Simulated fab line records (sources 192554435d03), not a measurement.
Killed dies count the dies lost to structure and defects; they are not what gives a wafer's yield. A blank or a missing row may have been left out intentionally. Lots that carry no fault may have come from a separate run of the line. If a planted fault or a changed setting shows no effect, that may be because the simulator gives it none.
What tool caused it? + flow n5-finfet + 72 wafers from 24 lots sampled at 2 of the route's 1938 steps

WHAT THE GAUGES SHOWED, per wafer
N5_BEOL_M3_CD_MEAS_35: target cd 18 nm, target cd y 21 nm. Usual: cd-nm 18.1 nm, standard deviation 0.42.
| lot  | measured     | on        | cd-nm (nm)     | flag |
|------|--------------|-----------|----------------|------|
| L074 | day 7 21:17  | cd-sem-01 | 18.4 18.4 18.5 |      |
| L075 | day 8 01:20  | cd-sem-01 | 18.1 17.9 18.1 |      |
| L076 | day 8 01:15  | cd-sem-03 | 17.9 18.1 18.7 |      |
| L077 | day 8 04:25  | cd-sem-03 | 18.8 17.3 17.9 |      |
| L078 | day 8 11:32  | cd-sem-01 | 18.8 18.3 17.6 |      |
| L079 | day 8 14:47  | cd-sem-02 | 17.9 18.4 18.3 |      |
| L080 | day 8 15:02  | cd-sem-03 | 18.0 18.5 18.6 |      |
| L081 | day 9 16:43  | cd-sem-01 | 17.7 18.2 18.1 |      |
| L082 | day 9 17:11  | cd-sem-03 | 18.3 18.7 18.0 |      |
| L084 | day 10 01:58 | cd-sem-01 | 17.5 17.7 17.6 |      |
| L083 | day 10 02:07 | cd-sem-01 | 18.4 17.4 18.4 |      |
| L085 | day 10 14:07 | cd-sem-03 | 18.3 17.0 18.3 |      |
| L086 | day 11 04:02 | cd-sem-01 | 18.2 18.0 18.5 |      |
| L087 | day 10 17:27 | cd-sem-02 | 18.8 18.5 18.4 |      |
| L088 | day 10 23:02 | cd-sem-01 | 18.1 17.4 17.6 |      |
| L089 | day 11 04:05 | cd-sem-03 | 18.6 17.5 18.2 |      |
| L091 | day 11 10:57 | cd-sem-01 | 18.8 17.9 19.1 |      |
| L090 | day 11 14:40 | cd-sem-03 | 18.6 17.8 18.3 |      |
| L092 | day 12 02:04 | cd-sem-03 | 18.6 18.5 18.5 |      |
| L093 | day 12 08:10 | cd-sem-01 | 18.2 19.0 18.3 |      |
| L094 | day 12 18:51 | cd-sem-03 | 18.2 18.1 18.4 |      |
| L095 | day 12 19:53 | cd-sem-02 | 17.7 18.6 17.5 |      |
| L097 | day 13 14:45 | cd-sem-03 | 18.0 17.7 18.7 |      |
| L096 | day 13 14:50 | cd-sem-03 | 18.0 18.3 17.7 |      |

TOOL THAT RAN EACH LOT (tool first, then ch and the chambers of the sampled wafers, then the start)
| lot  | N5_BEOL_M3_ETCH_77                 |
|------|------------------------------------|
| L074 | rie-diel-06 ch 1,2, day 7 20:23    |
| L075 | rie-diel-06 ch 0,2,3, day 7 20:36  |
| L076 | rie-diel-06 ch 0,1,3, day 7 22:43  |
| L077 | rie-diel-02 ch 0,1, day 8 02:03    |
| L078 | rie-diel-04 ch 0,1,3, day 8 06:35  |
| L079 | rie-diel-06 ch 1,3, day 8 08:37    |
| L080 | rie-diel-06 ch 0,3, day 8 12:12    |
| L081 | rie-diel-04 ch 0,1, day 9 10:44    |
| L082 | rie-diel-04 ch 0,2, day 9 12:21    |
| L084 | rie-diel-04 ch 0,1,3, day 9 18:16  |
| L083 | rie-diel-06 ch 0,2, day 9 18:50    |
| L085 | rie-diel-04 ch 1,2,3, day 10 11:23 |
| L086 | rie-diel-02 ch 1,2, day 10 15:21   |
| L087 | rie-diel-02 ch 0,1, day 10 15:35   |
| L088 | rie-diel-02 ch 0,1,3, day 10 19:00 |
| L089 | rie-diel-02 ch 0,3, day 11 00:52   |
| L091 | rie-diel-06 ch 0,2, day 11 08:46   |
| L090 | rie-diel-06 ch 0,3, day 11 13:49   |
| L092 | rie-diel-06 ch 0,2,3, day 11 16:07 |
| L093 | rie-diel-06 ch 0,2,3, day 11 22:38 |
| L094 | rie-diel-06 ch 0,1, day 12 12:19   |
| L095 | rie-diel-02 ch 0,3, day 12 13:06   |
| L097 | rie-diel-06 ch 1,2,3, day 12 22:58 |
| L096 | rie-diel-06 ch 0,1,3, day 13 07:41 |
- N5_BEOL_M3_ETCH_77: etches underlayer in N2/H2, target depth 6.5 nm, time 5.2 s.

WHAT THE TOOLS THEMSELVES READ (means of the sampled wafers that have a number; where no wafer has one, the mark that the record gives instead)
N5_BEOL_M3_ETCH_77. Usual: drypump-motor-current-A 5.4 A, standard deviation 0.43; etch-rf-on-time-s 5.22 s, standard deviation 0.15; n2-flow-sccm 199.9 sccm, standard deviation 0.56; oes-product-au 0.68 a.u., standard deviation 0.074; rf-vpp-V 523.3 V, standard deviation 2.9; showerhead-plenum-p-Torr 2.53 Torr, standard deviation 0.099; throttle-valve-pct 18.0 %, standard deviation 0.3.
| lot  | tool        | drypump-motor-current-A (A) | etch-rf-on-time-s (s) | n2-flow-sccm (sccm) | oes-product-au (a.u.) | rf-vpp-V (V) | showerhead-plenum-p-Torr (Torr) | throttle-valve-pct (%) | flag |
|------|-------------|-----------------------------|-----------------------|---------------------|-----------------------|--------------|---------------------------------|------------------------|------|
| L074 | rie-diel-06 | 5.1                         | 5.29                  | 200.4               | 0.74                  | 527.3        | 2.69                            | 17.8                   |      |
| L075 | rie-diel-06 | 5.2                         | 5.25                  | 200.1               | 0.64                  | 522.3        | 2.51                            | 18.1                   |      |
| L076 | rie-diel-06 | 5.3                         | 5.16                  | 199.9               | 0.72                  | 523.7        | 2.55                            | 18.0                   |      |
| L077 | rie-diel-02 | 5.9                         | 5.15                  | 199.8               | 0.69                  | 522.6        | 2.48                            | 17.7                   |      |
| L078 | rie-diel-04 | 5.8                         | 5.28                  | 200.2               | 0.62                  | 524.1        | 2.57                            | 17.9                   |      |
| L079 | rie-diel-06 | 5.2                         | 5.08                  | 199.7               | 0.70                  | 522.7        | 2.54                            | 18.1                   |      |
| L080 | rie-diel-06 | 5.4                         | 5.15                  | 200.0               | 0.69                  | 521.6        | 2.46                            | 18.2                   |      |
| L081 | rie-diel-04 | 5.9                         | 5.33                  | 200.0               | 0.77                  | 522.9        | 2.52                            | 17.8                   |      |
| L082 | rie-diel-04 | 5.7                         | 5.35                  | 199.7               | 0.74                  | 523.5        | 2.55                            | 18.2                   |      |
| L084 | rie-diel-04 | 5.8                         | 5.30                  | 199.6               | 0.68                  | 523.4        | 2.56                            | 17.8                   |      |
| L083 | rie-diel-06 | 5.0                         | 5.30                  | 199.9               | 0.75                  | 524.6        | 2.57                            | 17.7                   |      |
| L085 | rie-diel-04 | 6.0                         | 5.29                  | 200.1               | 0.60                  | 525.1        | 2.61                            | 18.0                   |      |
| L086 | rie-diel-02 | 5.9                         | 5.23                  | 200.3               | 0.65                  | 520.7        | 2.47                            | 17.6                   |      |
| L087 | rie-diel-02 | 6.0                         | 5.09                  | 199.9               | 0.65                  | 521.5        | 2.49                            | 17.9                   |      |
| L088 | rie-diel-02 | 5.6                         | 5.05                  | 200.3               | 0.66                  | 521.2        | 2.46                            | 17.9                   |      |
| L089 | rie-diel-02 | 5.7                         | 5.09                  | 200.7               | 0.64                  | 523.0        | 2.48                            | 18.2                   |      |
| L091 | rie-diel-06 | 5.0                         | 5.35                  | 199.4               | 0.74                  | 524.6        | 2.56                            | 17.8                   |      |
| L090 | rie-diel-06 | 5.3                         | 5.25                  | 200.0               | 0.66                  | 523.0        | 2.45                            | 18.2                   |      |
| L092 | rie-diel-06 | 5.1                         | 5.23                  | 200.1               | 0.69                  | 522.1        | 2.50                            | 18.0                   |      |
| L093 | rie-diel-06 | 5.2                         | 5.24                  | 199.9               | 0.69                  | 521.1        | 2.50                            | 18.0                   |      |
| L094 | rie-diel-06 | 5.3                         | 5.23                  | 200.2               | 0.71                  | 522.6        | 2.55                            | 18.0                   |      |
| L095 | rie-diel-02 | 5.6                         | 5.11                  | 199.9               | 0.64                  | 522.2        | 2.47                            | 18.2                   |      |
| L097 | rie-diel-06 | 5.1                         | 5.24                  | 199.9               | 0.70                  | 524.0        | 2.58                            | 17.9                   |      |
| L096 | rie-diel-06 | 5.2                         | 5.20                  | 199.7               | 0.69                  | 523.1        | 2.53                            | 18.1                   |      |

THE ANSWER, worked out from the rows above alone
Rule: a lot is off if the mean of its wafers that have a number lies more than 3 standard deviations from the usual mean. Also off: a lot with no number at a reading for which 4 or more lots have one. The other lots that the step has rows for count as sound. The gauges are gone through in route order, then the tools' own readings, and for those a lot's mean is taken as printed above. At the first step where some lot is off, the reading lying furthest off is the one used; lots without a number count as furthest.
No lot is off on any of the readings shown, so nothing can be concluded from this.

WHAT THE SIMULATOR PUT IN
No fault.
